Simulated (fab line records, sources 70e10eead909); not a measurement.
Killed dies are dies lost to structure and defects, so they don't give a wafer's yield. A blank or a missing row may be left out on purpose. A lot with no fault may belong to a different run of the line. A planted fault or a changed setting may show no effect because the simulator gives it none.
Chamber matching | flow nandHarc | NHARC_A_CONTACT_CMP_20 on cmp-01 has 4 sister chambers
The step polishes, t overpolish 30 s, target thk 300 nm. 8 wafers are shown with their chamber, then 9 later ones without.

WAFERS, EACH WITH ITS CHAMBER
wafer  | chamber | motorCurrentA (A) | overpolishRunS (s)
L086.1 | 3       | 11.1              | 30.005
L087.3 | 1       | 14.2              | 29.997
L087.4 | 3       | 11.1              | 29.989
L087.5 | 1       | 14.2              | 30.008
L087.6 | 2       | 12.3              | 29.997
L096.2 | 2       | 12.4              | 29.989
L096.4 | 0       | 11.8              | 29.992
L096.5 | 0       | 11.7              | 30.005

WAFERS WITH NO CHAMBER GIVEN
wafer  | motorCurrentA (A) | overpolishRunS (s)
L094.1 | 12.4              | 29.998
L094.2 | 11.4              | 30.001
L094.3 | 15.0              | 30.003
L095.2 | 11.3              | 30.000
L095.4 | 10.7              | 30.014
L095.5 | 14.5              | 30.005
L097.1 | 11.2              | 29.994
L097.5 | 11.2              | 29.991
L097.6 | 12.0              | 30.009

THE CHAMBER EACH PASSED THROUGH
wafer  | from the rows above     | in truth
L094.1 | 2                       | 2
L094.2 | can't be placed: 3 or 0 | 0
L094.3 | 1                       | 1
L095.2 | 3                       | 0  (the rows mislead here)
L095.4 | 3                       | 3
L095.5 | 1                       | 1
L097.1 | 3                       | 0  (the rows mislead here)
L097.5 | 3                       | 3
L097.6 | 0                       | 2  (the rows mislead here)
Correct placement for 5 of the 9. From these rows, 1 cannot be placed; in 1 the true chamber is one of the candidates. 3 placed wrongly.
How it was worked out, from the rows above alone: a wafer's distance from a chamber is the root of the sum, over the readings, of the square of ((its reading less the chamber's mean) divided by the reading's scatter). The wafer belongs to the nearest chamber; if the next one is less than 2 further off, it can't be placed. A chamber's mean is the mean of its shown wafers. How the scatter is found: for the shown wafers, subtract from each reading the mean of its chamber, square and add these, divide the total by (wafers less chambers), then take the root.
